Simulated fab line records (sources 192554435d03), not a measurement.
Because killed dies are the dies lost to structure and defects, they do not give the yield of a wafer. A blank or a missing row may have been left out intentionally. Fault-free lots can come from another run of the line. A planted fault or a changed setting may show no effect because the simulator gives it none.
Code-filled problem report in 8D (eight disciplines) form | flow n5 finfet | the parts of the form that need people (team, actions taken, sign-off) are left out

1. WHAT WENT WRONG
At N5_BEOL_M8_INSPECT_58, raw defect count averages 1276 over 2 wafers from 2 lots, while fault-free wafers read 72, standard deviation 21. That is +57 standard deviations from the usual mean.
The step: inspects for defects (darkfield).
Seen first at day 11 12:50 on defect inspect-01, wafer L494.2. The record holds 26 wafers of 9 lots with a number at this step. Rule for "out" (also "out of limits"): further than 4 standard deviations from the usual mean. Any other wafer with a number is counted as sound.

2. WHAT IT IS AND WHAT IT IS NOT
question                    | is                                   | is not
which readings at this step | raw defect count                     | -
which lots                  | L494, L495                           | L487, L488, L499, L505, L506, L507, L509
which wafers of those lots  | L494.2, L495.4                       | L494.3, L494.5, L495.2, L495.5
read on which gauges        | defect inspect-01, defect inspect-02 | -
when                        | from day 11 12:50                    | up to then (8 sound wafers); but 16 sound wafers of L495, L499, L505, L506, L507, L509 came after

3. WHAT RULES OUT EACH SUSPECT
Counting: any tool at a process step up to the reading remains a suspect provided it ran every lot that is out. Sound lots after the first of them don't rule it out here, since some wafers of a struck lot are sound.
- the gauge at N5_BEOL_M8_INSPECT_58 is ruled out. Those wafers that are out were read across 2 gauges (defect inspect-01, defect inspect-02).
- rie diel-05 at N5_BEOL_M8_STRIP_36 (strips in N2/H2): kept. Every lot that is out went through it, the first being L494 (day 11 08:17); the last sound lot it ran before that was L487 (day 9 10:14).
- ald metal-03 at N5_BEOL_M8_ALD_77 (deposits TaN, target thk 2 nm, pulse time 2 s, purge time 3 s): kept. Every lot that is out went through it, the first being L494 (day 11 10:21); the last sound lot it ran before that was L488 (day 10 08:17).
- cmp-02 at N5_BEOL_M8_CMP_52 (polishes, stops on SiCOH lowk, t overpolish 6.9 s, target thk 80 nm): kept. It ran every lot that is out, first L494 (day 11 12:23).
- Within cmp-02 at N5_BEOL_M8_CMP_52: the wafers that are out ran in chamber 2; their sound lot-mates ran in chambers 1, 3.
The count leaves rie diel-05 at N5_BEOL_M8_STRIP_36, ald metal-03 at N5_BEOL_M8_ALD_77, and cmp-02 at N5_BEOL_M8_CMP_52.

4. THE CAUSE (what the simulator had put in)
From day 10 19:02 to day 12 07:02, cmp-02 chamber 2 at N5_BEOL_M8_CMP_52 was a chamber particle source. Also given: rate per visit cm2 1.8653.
This tool is one of the 3 suspects left after counting.

5. THE EFFECT CHAIN, in route order
Each row: a reading whose mean over the struck wafers that have a number lies more than 3 standard deviations from the usual. Only readings for which the record gives a usual standard deviation are gone through. hours: the time from each lot's start at the first step in this table that gives one to its start at this step, as a median over the lots. sigmas: the change in usual standard deviations.
hours | step                    | reading              | usual  | on struck wafers | change | sigmas
0     | N5_BEOL_M8_INSPECT_58   | raw defect count     | 72     | 1276             | +1204  | +57
2     | N5_BEOL_M9_INSPECT_13   | raw defect count     | 431    | 1648             | +1217  | +10
64    | N5_PASSIVATION_PROBE_49 | defect limited yield | 91.0 % | 33.5             | -57.5  | -38
64    | N5_PASSIVATION_PROBE_49 | killed_at_M4_up      | 15     | 730              | +715   | +99 or more
64    | N5_PASSIVATION_PROBE_49 | killed dies          | 106    | 786              | +680   | +38
64    | N5_PASSIVATION_PROBE_49 | killed on rim        | 14     | 100              | +86    | +22
64    | N5_PASSIVATION_PROBE_49 | sort_bin_5_function  | 5.2 %  | 45.1             | +39.9  | +42
64    | N5_PASSIVATION_PROBE_49 | sort_bin_6_memory    | 3.3 %  | 16.8             | +13.5  | +20
64    | N5_PASSIVATION_PROBE_49 | sort n pass          | 1074   | 394              | -680   | -38
64    | N5_PASSIVATION_PROBE_49 | sort yield pct       | 91.0 % | 33.5             | -57.5  | -38
Process steps it contains:
- N5_PASSIVATION_PROBE_49

6. HOW IT WOULD HAVE BEEN CAUGHT EARLIER
In this record the first reading out of limits at a measuring or inspecting step was taken at day 11 12:50, 18 hours after the fault began at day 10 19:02.
An alarm limit of 4 standard deviations would not have fired on the tool readings at N5_BEOL_M8_CMP_52 for which the record gives a usual standard deviation, since none of them was out on any struck wafer.
Of the lots that are out (2), L495 began N5_BEOL_M8_CMP_52 on cmp-02 after day 11 12:50. Had the tool been put on hold then, it would have been spared.
